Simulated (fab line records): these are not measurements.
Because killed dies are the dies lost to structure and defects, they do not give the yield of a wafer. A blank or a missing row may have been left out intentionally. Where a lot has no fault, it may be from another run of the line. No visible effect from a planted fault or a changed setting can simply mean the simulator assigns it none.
What tool caused it? + flow nand_harc + 18 wafers from 6 lots sampled at 2 of the route's 1302 steps

WHAT THE GAUGES SHOWED, per wafer
NHARC_P_M2_OVL_MEAS_10: pitch 340 nm.
| lot  | measured     | on         | overlay_x_nm (nm) |
|------|--------------|------------|-------------------|
| L450 | day 7 09:58  | overlay-01 | -1.1 -1.2 -1.2    |
| L453 | day 8 08:26  | overlay-02 | -1.8 -1.4 -1.3    |
| L465 | day 13 12:47 | overlay-02 | 0.7 0.8 1.1       |
| L467 | day 14 05:13 | overlay-01 | 1.2 0.9 0.3       |
| L469 | day 15 08:22 | overlay-02 | 0.2 0.8 0.2       |
| L471 | day 16 01:59 | overlay-02 | -1.1 -0.8 -0.9    |

WHAT TOOL EACH LOT RAN ON (gives the tool, then ch and the chambers of the sampled wafers, and finally the start)
| lot  | NHARC_P_M1_PRE_CLEAN_32         |
|------|---------------------------------|
| L450 | pecvd-01 ch 0,1,2, day 7 08:42  |
| L453 | pecvd-02 ch 0,1, day 8 07:06    |
| L465 | pecvd-02 ch 1,2, day 13 11:23   |
| L467 | pecvd-03 ch 0,1, day 14 03:50   |
| L469 | pecvd-01 ch 0,2, day 15 06:57   |
| L471 | pecvd-02 ch 0,1,2, day 16 00:41 |
- NHARC_P_M1_PRE_CLEAN_32: time 12 s.

THE ANSWER, worked out from the rows above alone
Rule: usual is defined by the lots themselves. Put in order of their means at a reading, lots are off if they are a third of the lots or fewer, leave a main group of 4 or more, and stand apart from it by a gap of 3 or more times the standard deviation of the main group's means; of several such gaps the widest counts. A main group whose means are all the same, to the digits that the tables above print for the reading, isn't used. A lot without any number at a reading at which 4 lots or more have one is off too. The other lots that the step has rows for count as sound.
None of the lots is off at any reading shown; this tells nothing.

WHAT THE SIMULATOR HAD PUT IN
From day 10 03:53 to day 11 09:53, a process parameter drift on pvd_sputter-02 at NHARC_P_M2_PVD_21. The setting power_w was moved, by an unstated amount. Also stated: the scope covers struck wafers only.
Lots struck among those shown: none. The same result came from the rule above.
